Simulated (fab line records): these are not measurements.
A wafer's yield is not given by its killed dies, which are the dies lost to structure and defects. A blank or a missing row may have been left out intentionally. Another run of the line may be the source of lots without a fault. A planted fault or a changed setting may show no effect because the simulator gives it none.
fab line records	flow n5-finfet	part 1 of 2: steps 1 to 21 of 31
record: lots: 5	wafers: 15	last-day: 17
route steps=1938 shown BEOL_M9@1440 BEOL_M10@1470
lots with no fault: from the same line, run without faults
start-h: start of the lot's first displayed wafer, in hours after the record's first day	wait-h: how many hours have passed since the lot's step before this one	" unchanged from the row above	L1.1+2: several wafers, shown together as one row	- no value, or no start given	* or withheld: withheld	< > ~ a bound
route shown NAME@n: names a module that has steps shown in the file, with the first one's number in the route	usual: mean/standard deviation of fault-free wafers	same: alike in all rows	chamber/n: place in a boat	sites: each site's reading	_std_site: their standard deviation	_edge_site: mean of outer sites minus mean of inner sites	radius-mm: how far each site lies from the wafer's centre	mask NAME#n: copy n	behind: tool/chamber where the wafer was last shaped	hold: cause of the lot's hold/its duration in hours/its outcome	device: names the non-switching transistor (n, p or np)	end of line: the route-end tests of the same wafers	step lacking rows: just its recipe	killed: the dies lost at the first sort to structure and to defects; this is not the yield of the wafer	map: per-die view of a wafer (x killed, . not killed, _ where there is no die)
set.NAME: the setting the step ran with; set.NAME@STEP: the setting that earlier step ran with	model.NAME: the simulator's own value behind a step, which no gauge read
lots at selected steps of the route; one table per step, one row per wafer
services: the hour from which a tool's chamber was out of use, counted from the record's first day as start-h (under 0 if before that day), plus the number of hours and why
== steps ==
step: N5_BEOL_M9_ETCH_66
recipe: chemistry: N2/H2	target: SOC	target-depth-a: 800	overetch-a: 160	mask-material: SiARC	temp-c: 40	time-s: 120	ion-energy-ev: 200	pressure-mtorr: 30	source-w: 840	bias-w: 150	n2-flow-sccm: 200	h2-flow-sccm: 200
usual: drypump-motor-current-A: 5.6/0.54	oes-product-au: 0.63/0.078	rf-vpp-V: 523.5/2.7	showerhead-plenum-p-Torr: 2.53/0.096	throttle-valve-pct: 17.7/0.34
lot.wafer	tool	chamber	start-h	wait-h	drypump-motor-current-A	oes-product-au	rf-hours-counter-h	rf-vpp-V	showerhead-plenum-p-Torr	throttle-valve-pct
L086.2	rie-diel-03	2	293.39	0.0	6.6	0.57	187	526.3	2.61	17.7
L086.5	"	0	"	"	5.6	0.70	-	521.1	2.48	17.6
L086.6	"	3	"	"	5.5	0.67	-	521.5	2.48	17.8
L088.1	rie-diel-03	1	299.67	0.0	4.9	0.63	80	527.5	2.68	18.2
L088.2	"	0	"	"	5.7	0.69	22	521.7	2.48	17.6
L088.4	"	3	"	"	5.4	0.68	35	522.5	2.48	17.8
L092.2	rie-diel-04	3	316.40	0.0	6.1	0.57	173	520.9	2.43	17.8
L092.4	"	3	"	"	6.1	0.57	-	520.1	2.43	17.8
L092.5	"	1	"	"	5.0	0.53	-	520.3	2.41	17.9
L091.2	rie-diel-03	2	325.80	0.0	6.6	0.56	196	527.2	2.61	17.7
L091.3	"	0	"	"	5.6	0.69	29	522.7	2.48	17.7
L091.6	"	3	"	"	5.4	0.66	-	521.4	2.48	17.8
L095.2	rie-diel-04	2	343.53	0.0	6.3	0.74	13	521.4	2.50	17.9
L095.3	"	3	"	"	6.1	0.56	183	520.8	2.42	17.9
L095.4	"	0	"	"	5.1	0.75	3	528.9	2.71	17.3
step: N5_BEOL_M9_STRIP_69
recipe: chemistry: N2/H2	temp-c: 40	n2-flow-sccm: 200	h2-flow-sccm: 200	rf-frequency-hz: 6e+07
lot.wafer	tool	chamber	start-h	wait-h
L086.2+5+6	rie-diel-03	2,0,3	293.47	0.0
L088.1+2+4	rie-diel-03	1,0,3	299.75	0.0
L092.2+4+5	rie-diel-04	3,3,1	316.48	0.0
L091.2+3+6	rie-diel-03	2,0,3	325.88	0.0
L095.2+3+4	rie-diel-04	2,3,0	343.61	0.0
step: N5_BEOL_M9_STRIP_77
recipe: chemistry: N2/H2	temp-c: 40	n2-flow-sccm: 200	h2-flow-sccm: 200	rf-frequency-hz: 6e+07
lot.wafer	tool	chamber	start-h	wait-h
L086.2+5+6	rie-diel-03	2,0,3	293.48	0.0
L088.1+2+4	rie-diel-03	1,0,3	299.76	0.0
L092.2+4+5	rie-diel-04	3,3,1	316.49	0.0
L091.2+3+6	rie-diel-03	2,0,3	325.89	0.0
L095.2+3+4	rie-diel-04	2,3,0	343.62	0.0
step: N5_BEOL_M9_VIA_ETCH_34
recipe: chemistry: C4F6/O2	target: SiCOH_lowk	target-depth-a: 1824	mask-material: SOC	taper-deg: 4	time-s: 68.4	ion-energy-ev: 250	pressure-mtorr: 30	source-w: 345	bias-w: 185	Ar_flow_sccm: 300	C4F6_flow_sccm: 10	O2_flow_sccm: 10
usual: drypump-motor-current-A: 5.6/0.53	oes-product-au: 0.82/0.11	rf-vpp-V: 656/12	showerhead-plenum-p-Torr: 2.83/0.099	throttle-valve-pct: 20.73/0.26
lot.wafer	tool	chamber	start-h	wait-h	drypump-motor-current-A	oes-product-au	rf-hours-counter-h	rf-vpp-V	showerhead-plenum-p-Torr	throttle-valve-pct
L086.2	rie-diel-03	2	293.49	0.0	6.6	0.74	187	668	2.93	20.76
L086.5	"	0	"	"	5.6	0.91	-	647	2.78	20.73
L086.6	"	3	"	"	5.4	0.91	-	653	2.79	20.90
L088.1	rie-diel-03	1	299.77	0.0	4.9	0.81	80	669	2.97	21.07
L088.2	"	0	"	"	5.7	0.91	22	648	2.78	20.74
L088.4	"	3	"	"	5.4	0.90	35	651	2.79	20.89
L092.2	rie-diel-04	3	316.50	0.0	6.1	0.72	173	644	2.71	20.87
L092.4	"	3	"	"	6.1	0.72	-	644	2.71	20.88
L092.5	"	1	"	"	5.0	0.68	-	641	2.71	20.97
L091.2	rie-diel-03	2	325.90	0.0	6.6	0.73	196	668	2.92	20.78
L091.3	"	0	"	"	5.7	0.90	29	647	2.78	20.74
L091.6	"	3	"	"	5.4	0.88	-	651	2.78	20.90
L095.2	rie-diel-04	2	343.63	0.0	6.3	0.96	13	640	2.78	20.83
L095.3	"	3	"	"	6.1	0.72	183	645	2.71	20.88
L095.4	"	0	"	"	5.1	1.01	3	672	3.02	20.42
step: N5_BEOL_M9_STRIP_73
recipe: chemistry: C4F6/O2	resist: SiARC	rf-frequency-hz: 6e+07
lot.wafer	tool	chamber	start-h	wait-h
L086.2+5+6	rie-diel-03	2,0,3	293.54	0.0
L088.1+2+4	rie-diel-03	1,0,3	299.82	0.0
L092.2+4+5	rie-diel-04	3,3,1	316.55	0.0
L091.2+3+6	rie-diel-03	2,0,3	325.95	0.0
L095.2+3+4	rie-diel-04	2,3,0	343.68	0.0
step: N5_BEOL_M9_STRIP_36
recipe: chemistry: N2/H2	power-w: 450	temp-c: 40	pressure-mtorr: 20	rf-frequency-hz: 6e+07	overash-fraction: 0.3	bias-power-w: 7	h2-frac: 0.5	n2-flow-sccm: 200	h2-flow-sccm: 200
usual: drypump-motor-current-A: 5.6/0.54	oes-product-au: 0.82/0.11	rf-vpp-V: 59.3/1.5	showerhead-plenum-p-Torr: 2.52/0.096	throttle-valve-pct: 23.5/0.46
lot.wafer	tool	chamber	start-h	wait-h	drypump-motor-current-A	oes-product-au	rf-hours-counter-h	rf-vpp-V	showerhead-plenum-p-Torr	throttle-valve-pct
L086.2	rie-diel-03	2	293.55	0.0	6.6	0.74	187	59.8	2.61	23.3
L086.5	"	0	"	"	5.6	0.92	-	59.3	2.48	23.6
L086.6	"	3	"	"	5.4	0.89	-	60.6	2.48	23.8
L088.1	rie-diel-03	1	299.83	0.0	4.9	0.81	80	60.9	2.68	24.2
L088.2	"	0	"	"	5.6	0.91	22	59.5	2.47	23.6
L088.4	"	3	"	"	5.5	0.88	35	60.9	2.48	23.8
L092.2	rie-diel-04	3	316.56	0.0	6.1	0.71	173	61.8	2.42	23.5
L092.4	"	3	"	"	6.1	0.72	-	57.7	2.42	23.5
L092.5	"	1	"	"	5.0	0.67	-	57.8	2.40	23.8
L091.2	rie-diel-03	2	325.96	0.0	6.6	0.73	196	61.3	2.60	23.3
L091.3	"	0	"	"	5.7	0.90	29	57.7	2.47	23.6
L091.6	"	3	"	"	5.4	0.89	-	59.6	2.48	23.8
L095.2	rie-diel-04	2	343.69	0.0	6.3	0.93	13	59.8	2.50	24.0
L095.3	"	3	"	"	6.1	0.72	183	61.6	2.42	23.5
L095.4	"	0	"	"	5.1	1.00	3	58.8	2.71	23.1
step: N5_BEOL_M9_TRENCH_ETCH_37
recipe: chemistry: C4F6/O2	target-depth-a: 1514.3	target: SiCOH_lowk	time-s: 49	ion-energy-ev: 250	pressure-mtorr: 30	source-w: 345	bias-w: 185	Ar_flow_sccm: 300	C4F6_flow_sccm: 10	O2_flow_sccm: 10
usual: drypump-motor-current-A: 5.6/0.53	oes-product-au: 0.82/0.11	rf-vpp-V: 656/12	showerhead-plenum-p-Torr: 2.83/0.099	throttle-valve-pct: 20.76/0.26
lot.wafer	tool	chamber	start-h	wait-h	drypump-motor-current-A	oes-product-au	rf-hours-counter-h	rf-vpp-V	showerhead-plenum-p-Torr	throttle-valve-pct
L086.2	rie-diel-03	2	-	-	6.6	0.74	187	668	2.93	20.80
L086.5	"	0	"	"	5.7	0.92	-	647	2.78	20.76
L086.6	"	3	"	"	5.4	0.90	-	651	2.79	20.93
L088.1	rie-diel-03	1	-	-	4.9	0.82	80	669	2.97	21.10
L088.2	"	0	"	"	5.6	0.92	22	648	2.78	20.75
L088.4	"	3	"	"	5.4	0.90	35	652	2.79	20.92
L092.2	rie-diel-04	3	-	-	6.1	0.73	173	644	2.71	20.89
L092.4	"	3	"	"	6.1	0.72	-	644	2.71	20.91
L092.5	"	1	"	"	5.0	0.68	-	643	2.71	21.00
L091.2	rie-diel-03	2	-	-	6.6	0.73	196	667	2.92	20.82
L091.3	"	0	"	"	5.6	0.90	29	648	2.78	20.78
L091.6	"	3	"	"	5.4	0.89	-	651	2.79	20.93
L095.2	rie-diel-04	2	-	-	6.3	0.95	13	640	2.78	20.88
L095.3	"	3	"	"	6.0	0.72	183	643	2.71	20.89
L095.4	"	0	"	"	5.1	0.99	3	673	3.02	20.43
step: N5_BEOL_M9_ETCH_41
recipe: chemistry: CH3F/O2	target: SiCN	target-depth-a: 366	taper-deg: 2	time-s: 70.1	ion-energy-ev: 120	mask-material: TiN	pressure-mtorr: 30	source-w: 395	bias-w: 75	Ar_flow_sccm: 150	CH3F_flow_sccm: 30	O2_flow_sccm: 20
usual: drypump-motor-current-A: 5.6/0.53	oes-product-au: 0.82/0.11	rf-vpp-V: 297.1/1.6	showerhead-plenum-p-Torr: 1.99/0.073	throttle-valve-pct: 16.16/0.26
lot.wafer	tool	chamber	start-h	wait-h	drypump-motor-current-A	oes-product-au	rf-hours-counter-h	rf-vpp-V	showerhead-plenum-p-Torr	throttle-valve-pct
L086.2	rie-diel-03	2	-	-	6.6	0.74	187	298.1	2.06	16.29
L086.5	"	0	"	"	5.6	0.91	-	295.6	1.96	16.13
L086.6	"	3	"	"	5.4	0.90	-	295.8	1.96	16.25
L088.1	rie-diel-03	1	-	-	4.9	0.83	80	299.5	2.09	16.49
L088.2	"	0	"	"	5.6	0.91	22	297.1	1.96	16.12
L088.4	"	3	"	"	5.4	0.91	35	297.1	1.96	16.23
L092.2	rie-diel-04	3	-	-	6.1	0.72	173	294.2	1.90	16.35
L092.4	"	3	"	"	6.1	0.73	-	295.7	1.90	16.35
L092.5	"	1	"	"	5.0	0.68	-	294.7	1.90	16.40
L091.2	rie-diel-03	2	-	-	6.6	0.74	196	298.8	2.06	16.30
L091.3	"	0	"	"	5.7	0.90	29	297.6	1.95	16.13
L091.6	"	3	"	"	5.5	0.88	-	296.3	1.96	16.26
L095.2	rie-diel-04	2	-	-	6.2	0.96	13	295.7	1.95	16.20
L095.3	"	3	"	"	6.1	0.72	183	295.6	1.90	16.36
L095.4	"	0	"	"	5.1	1.00	3	299.9	2.13	15.80
step: N5_BEOL_M9_STRIP_80
recipe: chemistry: N2/H2	time-s: 10	power-w: 450	temp-c: 40	pressure-mtorr: 20	rf-frequency-hz: 6e+07	bias-power-w: 7	n2-flow-sccm: 200	h2-flow-sccm: 200
usual: drypump-motor-current-A: 5.6/0.53	oes-product-au: 0.82/0.11	rf-vpp-V: 59.1/0.85	showerhead-plenum-p-Torr: 2.52/0.096	throttle-valve-pct: 23.5/0.46
lot.wafer	tool	chamber	start-h	wait-h	drypump-motor-current-A	oes-product-au	rf-hours-counter-h	rf-vpp-V	showerhead-plenum-p-Torr	throttle-valve-pct
L086.2	rie-diel-03	2	-	-	6.6	0.73	187	59.1	2.61	23.3
L086.5	"	0	"	"	5.7	0.91	-	58.7	2.48	23.6
L086.6	"	3	"	"	5.5	0.89	-	59.7	2.48	23.8
L088.1	rie-diel-03	1	-	-	4.9	0.83	80	57.7	2.68	24.2
L088.2	"	0	"	"	5.6	0.91	22	60.3	2.47	23.6
L088.4	"	3	"	"	5.5	0.89	35	59.8	2.48	23.8
L092.2	rie-diel-04	3	-	-	6.1	0.73	173	58.9	2.42	23.5
L092.4	"	3	"	"	6.1	0.73	-	59.3	2.42	23.5
L092.5	"	1	"	"	5.0	0.67	-	59.5	2.40	23.8
L091.2	rie-diel-03	2	-	-	6.6	0.73	196	59.7	2.60	23.3
L091.3	"	0	"	"	5.6	0.90	29	59.8	2.47	23.7
L091.6	"	3	"	"	5.5	0.88	-	59.1	2.48	23.8
L095.2	rie-diel-04	2	-	-	6.3	0.94	13	59.0	2.50	24.0
L095.3	"	3	"	"	6.1	0.72	183	58.6	2.42	23.5
L095.4	"	0	"	"	5.1	1.00	3	59.1	2.71	23.2
step: N5_BEOL_M9_OCD_MEAS_38
usual: trench-depth-nm: 152/3.3
lot.wafer	tool	chamber	start-h	wait-h	trench-depth-nm
L086.2	ocd-02	-	293.77	-	151
L086.5	"	-	"	"	156
L086.6	"	-	"	"	158
L088.1	ocd-01	-	300.05	-	153
L088.2	"	-	"	"	157
L088.4	"	-	"	"	158
L092.2	ocd-02	-	316.77	-	150
L092.4	"	-	"	"	148
L092.5	"	-	"	"	145
L091.2	ocd-02	-	326.18	-	151
L091.3	"	-	"	"	156
L091.6	"	-	"	"	157
L095.2	ocd-02	-	343.91	-	154
L095.3	"	-	"	"	149
L095.4	"	-	"	"	157
step: N5_BEOL_M9_HM_STRIP_39
recipe: chemistry: peroxide-tin-strip	material: TiN	target-depth-a: 250	temp-c: 50	time-s: 158
usual: bath-guard-temp-C: 49.9/0.51
lot.wafer	tool	chamber	start-h	wait-h	bath-guard-temp-C
L086.2	wet-bench-04	0	293.81	0.0	50.3
L086.5	"	6	"	"	50.7
L086.6	"	3	"	"	50.2
L088.1	wet-bench-04	1	300.08	0.0	49.5
L088.2	"	0	"	"	49.7
L088.4	"	7	"	"	51.1
L092.2	wet-bench-04	1	316.81	0.0	49.1
L092.4	"	3	"	"	49.4
L092.5	"	5	"	"	49.1
L091.2	wet-bench-05	4	326.21	0.0	50.0
L091.3	"	2	"	"	50.0
L091.6	"	0	"	"	49.9
L095.2	wet-bench-03	6	343.94	0.0	50.0
L095.3	"	7	"	"	49.9
L095.4	"	0	"	"	49.9
step: N5_BEOL_M9_SRD_40
recipe: time-s: 30	temp-c: 23	rinse-liquid: diw	dry: ipa-marangoni
lot.wafer	tool	chamber	start-h	wait-h
L086.2+5+6	wet-bench-04	0,6,3	293.86	0.0
L088.1+2+4	wet-bench-04	1,0,7	300.13	0.0
L092.2+4+5	wet-bench-04	1,3,5	316.85	0.0
L091.2+3+6	wet-bench-05	4,2,0	326.26	0.0
L095.2+3+4	wet-bench-03	6,7,0	343.98	0.0
step: N5_BEOL_M9_PRECLEAN_42
recipe: chemistry: residue-remover	time-s: 60	temp-c: 40
usual: bath-guard-temp-C: 39.9/0.48
lot.wafer	tool	chamber	start-h	wait-h	bath-guard-temp-C
L086.2	wet-bench-04	0	293.88	0.0	39.9
L086.5	"	6	"	"	40.8
L086.6	"	3	"	"	39.4
L088.1	wet-bench-04	1	300.14	0.0	39.8
L088.2	"	0	"	"	39.6
L088.4	"	7	"	"	40.8
L092.2	wet-bench-04	1	316.87	0.0	39.5
L092.4	"	3	"	"	39.6
L092.5	"	5	"	"	39.0
L091.2	wet-bench-05	4	326.27	0.0	40.2
L091.3	"	2	"	"	39.8
L091.6	"	0	"	"	39.9
L095.2	wet-bench-03	6	344.00	0.0	39.5
L095.3	"	7	"	"	40.0
L095.4	"	0	"	"	40.1
step: N5_BEOL_M9_SRD_43
recipe: time-s: 30	temp-c: 23	rinse-liquid: diw	dry: ipa-marangoni
lot.wafer	tool	chamber	start-h	wait-h
L086.2+5+6	wet-bench-04	0,6,3	293.90	0.0
L088.1+2+4	wet-bench-04	1,0,7	300.16	0.0
L092.2+4+5	wet-bench-04	1,3,5	316.89	0.0
L091.2+3+6	wet-bench-05	4,2,0	326.29	0.0
L095.2+3+4	wet-bench-03	6,7,0	344.02	0.0
step: N5_BEOL_M9_CD_MEAS_35
recipe: target-cd-nm: 70	target-cd-y-nm: 40	polarity: opening
usual: cd-nm: 70.0/0.68
lot.wafer	tool	chamber	start-h	wait-h	cd-nm
L086.2	cd-sem-01	-	293.94	0.0	70.1
L086.5	"	-	"	"	69.9
L086.6	"	-	"	"	70.3
L088.1	cd-sem-03	-	300.20	0.0	69.3
L088.2	"	-	"	"	68.6
L088.4	"	-	"	"	69.3
L092.2	cd-sem-03	-	316.93	0.0	70.4
L092.4	"	-	"	"	69.6
L092.5	"	-	"	"	69.6
L091.2	cd-sem-03	-	326.33	0.0	70.5
L091.3	"	-	"	"	70.2
L091.6	"	-	"	"	70.6
L095.2	cd-sem-03	-	344.07	0.0	69.9
L095.3	"	-	"	"	70.1
L095.4	"	-	"	"	70.3
step: N5_BEOL_M9_CURE_72
recipe: temp-c: 370	time-s: 120	ambient: DMADMS/He	material: SiCOH_lowk
usual: lamp-power-pct: 52.32/0.055	wafer_temp_C_max: 371.4/0.5
lot.wafer	tool	chamber	start-h	wait-h	lamp-power-pct	wafer_temp_C_max
L086.2	uv-cure-02	1	294.03	0.1	52.30	370.9
L086.5	"	1	"	"	52.28	371.5
L086.6	"	1	"	"	52.33	371.4
L088.1	uv-cure-03	0	300.24	0.0	52.36	371.7
L088.2	"	0	"	"	52.22	371.2
L088.4	"	0	"	"	52.36	371.4
L092.2	uv-cure-02	0	317.02	0.1	52.30	371.4
L092.4	"	0	"	"	52.24	371.5
L092.5	"	0	"	"	52.30	371.4
L091.2	uv-cure-02	0	326.47	0.1	52.27	370.8
L091.3	"	0	"	"	52.26	370.6
L091.6	"	0	"	"	52.25	370.8
L095.2	uv-cure-01	0	344.16	0.1	52.33	371.3
L095.3	"	0	"	"	52.29	371.5
L095.4	"	0	"	"	52.33	371.5
step: N5_BEOL_M9_DEGAS_44
recipe: ambient: vacuum	temp-c: 250	time-s: 60
usual: heater-power-w: 325/31
lot.wafer	tool	chamber	start-h	wait-h	heater-power-w
L086.2	pvd-sputter-03	-	294.33	0.2	305
L086.5	"	-	"	"	321
L086.6	"	-	"	"	355
L088.1	pvd-sputter-03	-	300.90	0.6	328
L088.2	"	-	"	"	344
L088.4	"	-	"	"	259
L092.2	pvd-sputter-02	-	317.41	0.3	350
L092.4	"	-	"	"	327
L092.5	"	-	"	"	347
L091.2	pvd-sputter-02	-	327.06	0.5	358
L091.3	"	-	"	"	328
L091.6	"	-	"	"	331
L095.2	pvd-sputter-01	-	346.66	2.5	345
L095.3	"	-	"	"	364
L095.4	"	-	"	"	280
step: N5_BEOL_M9_PRE_CLEAN_45
recipe: gas: H2/He	time-s: 30	temp-c: 250
usual: heater-power-w: 325/32
lot.wafer	tool	chamber	start-h	wait-h	heater-power-w
L086.2	pvd-sputter-03	-	294.37	0.0	295
L086.5	"	-	"	"	316
L086.6	"	-	"	"	354
L088.1	pvd-sputter-03	-	300.94	0.0	328
L088.2	"	-	"	"	356
L088.4	"	-	"	"	257
L092.2	pvd-sputter-02	-	317.45	0.0	362
L092.4	"	-	"	"	330
L092.5	"	-	"	"	354
L091.2	pvd-sputter-02	-	327.10	0.0	353
L091.3	"	-	"	"	315
L091.6	"	-	"	"	340
L095.2	pvd-sputter-01	-	346.70	0.0	354
L095.3	"	-	"	"	362
L095.4	"	-	"	"	278
step: N5_BEOL_M9_ALD_74
recipe: material: TaN	target-thk-a: 20	temp-c: 275	ald-precursor-family: PDMAT	ald-co-reactant: NH3	pressure-torr: 3	carrier-flow-sccm: 1500	pulse-time-s: 2	purge-time-s: 3	co-reactant-purge-time-s: 2	co-reactant-pulse-time-s: 3	ald-cycles: 40	precursor-vessel-temp-c: 75	precursor-vessel-pressure-torr: 26.25	precursor-vessel-carrier-sccm: 1000
usual: heater-power-w: 439/44
lot.wafer	tool	chamber	start-h	wait-h	heater-power-w
L086.2	ald-metal-04	3	294.43	0.0	406
L086.5	"	0	"	"	493
L086.6	"	1	"	"	373
L088.1	ald-metal-02	3	301.00	0.0	432
L088.2	"	2	"	"	449
L088.4	"	1	"	"	448
L092.2	ald-metal-04	3	317.51	0.0	403
L092.4	"	2	"	"	517
L092.5	"	3	"	"	407
L091.2	ald-metal-02	1	327.16	0.0	448
L091.3	"	0	"	"	434
L091.6	"	2	"	"	447
L095.2	ald-metal-02	2	346.76	0.0	448
L095.3	"	1	"	"	450
L095.4	"	3	"	"	431
step: N5_BEOL_M9_SURFACE_TREAT_79
recipe: gas: Ar	time-s: *	ion-energy-ev: *	ion-current-ma-cm2: 0.5	pressure-mtorr: *	ar-flow-sccm: 30
usual: throttle-valve-pct: *
lot.wafer	tool	chamber	start-h	wait-h	throttle-valve-pct
L086.2	pvd-sputter-03	-	294.77	0.2	*
L086.5	"	-	"	"	*
L086.6	"	-	"	"	*
L088.1	pvd-sputter-03	-	301.38	0.2	*
L088.2	"	-	"	"	*
L088.4	"	-	"	"	*
L092.2	pvd-sputter-03	-	317.86	0.2	*
L092.4	"	-	"	"	*
L092.5	"	-	"	"	*
L091.2	pvd-sputter-03	-	327.49	0.2	*
L091.3	"	-	"	"	*
L091.6	"	-	"	"	*
L095.2	pvd-sputter-01	-	347.06	0.2	*
L095.3	"	-	"	"	*
L095.4	"	-	"	"	*
step: N5_BEOL_M9_CVD_78
recipe: material: Co	target-thk-a: 20	temp-c: withheld	precursor: CCTBA/H2	pressure-torr: 30	time-s: 138.9
lot.wafer	tool	chamber	start-h	wait-h
L086.2+5+6	cvd-co-02	1,0,1	294.85	0.1
L088.1+2+4	cvd-co-01	1,2,1	301.44	0.0
L092.2+4+5	cvd-co-01	2,1,2	318.01	0.1
L091.2+3+6	cvd-co-02	0,1,0	327.78	0.3
L095.2+3+4	cvd-co-02	0,0,2	347.12	0.0
